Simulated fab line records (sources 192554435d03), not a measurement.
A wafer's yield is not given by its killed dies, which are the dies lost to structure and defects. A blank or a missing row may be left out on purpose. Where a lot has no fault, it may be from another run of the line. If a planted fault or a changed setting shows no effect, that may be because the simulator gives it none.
Split-lot trial    flow n5-finfet    7 lots, 39 wafers read, on a route of 1938 steps

## ABOUT THE SPLIT
At N5_FIN_SAQP_ETCH_65 (etches SiO2 in CF4, target depth 4 nm, time 4.4 s), the setting time-s was moved away from the recipe's 4.4 s on 15 of the 39 wafers read, by -29.5% to +53.0%. The other wafers ran this setting at the recipe's value.

The reading is taken at the split's own step.

## THE READING
etch.depth-nm (the simulator's own value, which no gauge read), in nm, at N5_FIN_SAQP_ETCH_65 (etches SiO2 in CF4, target depth 4 nm, time 4.4 s). No usual value for it is given in the file. Average 3.985 nm, standard deviation 0.05 nm, over the 24 wafers here run with the recipe.

wafer   tool, chamber at the split  time-s as run, s  against the recipe  etch.depth-nm, nm  against lot-mates on the recipe
L074.1  rie-si-06, 3                4.4               recipe              3.99               -
L074.2  rie-si-06, 0                4.4               recipe              4.018              -
L074.3  rie-si-06, 2                4.4               recipe              4.077              -
L074.4  rie-si-06, 1                3.165             -28.1%              2.883              -1.145
L074.5  rie-si-06, 0                3.165             -28.1%              2.882              -1.146
L074.6  rie-si-06, 1                3.165             -28.1%              2.874              -1.154
L085.1  rie-si-06, 3                4.4               recipe              3.939              -
L085.2  rie-si-06, 2                4.4               recipe              4.066              -
L085.3  rie-si-06, 1                3.103             -29.5%              2.807              -1.184
L085.4  rie-si-06, 0                3.103             -29.5%              2.79               -1.201
L085.5  rie-si-06, 1                4.4               recipe              3.969              -
L085.6  rie-si-06, 0                3.103             -29.5%              2.789              -1.202
L086.1  rie-si-06, 2                5.572             +26.6%              5.188              +1.229
L086.2  rie-si-06, 1                4.4               recipe              3.977              -
L086.3  rie-si-06, 0                5.572             +26.6%              5.046              +1.087
L086.4  rie-si-06, 3                4.4               recipe              3.924              -
L086.5  rie-si-06, 2                5.572             +26.6%              5.167              +1.208
L086.6  rie-si-06, 1                4.4               recipe              3.975              -
L088.1  rie-si-06, 0                4.4               recipe              3.968              -
L088.2  rie-si-06, 2                3.515             -20.1%              3.27               -0.685
L088.3  rie-si-06, 1                4.4               recipe              3.963              -
L088.4  rie-si-06, 3                4.4               recipe              3.933              -
L088.5  rie-si-06, 1                3.515             -20.1%              3.164              -0.791
L088.6  rie-si-06, 0                3.515             -20.1%              3.182              -0.773
L093.1  rie-si-06, 2                4.4               recipe              4.077              -
L093.2  rie-si-06, 0                6.73              +53.0%              6.081              +2.083
L093.3  rie-si-06, 3                6.73              +53.0%              6.036              +2.038
L093.4  rie-si-06, 1                4.4               recipe              3.978              -
L093.5  rie-si-06, 3                4.4               recipe              3.939              -
L093.6  rie-si-06, 2                6.73              +53.0%              6.246              +2.248
L095.1  rie-si-02, 1                4.4               recipe              3.928              -
L095.2  rie-si-02, 3                4.4               recipe              3.937              -
L095.3  rie-si-02, 2                4.4               recipe              4.033              -
L095.4  rie-si-02, 0                4.4               recipe              3.98               -
L095.5  rie-si-02, 1                4.4               recipe              3.935              -
L095.6  rie-si-02, 0                4.4               recipe              3.941              -
L096.1  rie-si-06, 1                4.4               recipe              3.999              -
L096.2  rie-si-06, 2                4.4               recipe              4.021              -
L096.5  rie-si-06, 2                4.4               recipe              4.078              -

THE FIT
A straight line over all 39 wafers: etch.depth-nm changes by +0.0404 nm for each +1% of time-s; r = +1.00; the points scatter about the line by 0.057 nm.
The same after taking each lot's own level away (the mean of its wafers on the recipe; 39 wafers): +0.0406 nm for each +1%; r = +1.00; scatter 0.057 nm.
According to that fit, moving time-s by its largest amount changes the reading by 2.1 nm.
Across the lots, their own levels run from 3.9547 to 4.0327 nm, a range of 1.6 times the standard deviation given above.
Hence the lot-to-lot level has little effect on the slope; both slopes agree.
Check: +2.18 nm against its lot-mates is what the line predicts for one of the wafers moved furthest among these (+53.0%) when that wafer is left out of the fit. It came out at +2.08 nm against them.

## FURTHER SPLITS ON THESE WAFERS
Before the reading, these wafers also passed through other splits. Each is held against what the fit with the lots' levels taken away leaves over:
other split on the same wafers           wafers away from the commonest value  r with etch.depth-nm (lot level and that fit taken away)
N5_ZERO_LAYER_DEVELOP_10 develop-time-s  18                                    +0.01

## THE FILE'S OWN FIT
etch.depth-nm changes by +0.0406 nm for each +1% of time-s, r = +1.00.
